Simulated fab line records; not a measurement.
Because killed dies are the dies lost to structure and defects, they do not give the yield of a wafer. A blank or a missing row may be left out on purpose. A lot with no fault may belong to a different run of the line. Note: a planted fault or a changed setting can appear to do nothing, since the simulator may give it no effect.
The tool behind it: which one? ; flow nand harc ; 7 lots (21 wafers sampled), 1 step of a 1302-step route

## WHAT THE GAUGES SHOWED, per wafer
NHARC_P_M0_OVL_MEAS_10: pitch 180 nm.
lot;measured;on;overlay x nm (nm)
L241;day 6 13:19;overlay-01;-0.4 -0.5 -0.2
L244;day 8 06:01;overlay-02;1.5 1.5 1.4
L253;day 11 18:00;overlay-01;-0.5 -0.6 -0.8
L254;day 12 04:46;overlay-01;0.8 0.0 0.1
L258;day 13 13:29;overlay-01;0.6 -0.3 0.0
L260;day 14 17:17;overlay-02;-1.5 -1.2 -1.6
L263;day 15 19:13;overlay-02;-1.2 -0.5 -0.4

## WHAT TOOL EACH LOT RAN ON (gives the tool, then ch and the chambers of the sampled wafers, and finally the start)
Before these readings, the record contains no process step.

## THE ANSWER, worked out from the rows above alone
Rule: what is usual is taken from the lots themselves. The widest of any qualifying gaps counts: lots, ordered by their means at a reading, are off when they make up no more than a third of the lots, leave a main group of 4 or more, and stand apart from it by 3 or more times the standard deviation of that group's means. Not used: any main group whose means are identical at the precision the tables above print for the reading. Also off: a lot with no number at a reading for which 4 or more lots have one. Where the step has rows for the other lots, those lots are counted as sound.
No lot is off at any reading shown: from this, nothing can be told.

## WHAT THE SIMULATOR HAD PUT IN
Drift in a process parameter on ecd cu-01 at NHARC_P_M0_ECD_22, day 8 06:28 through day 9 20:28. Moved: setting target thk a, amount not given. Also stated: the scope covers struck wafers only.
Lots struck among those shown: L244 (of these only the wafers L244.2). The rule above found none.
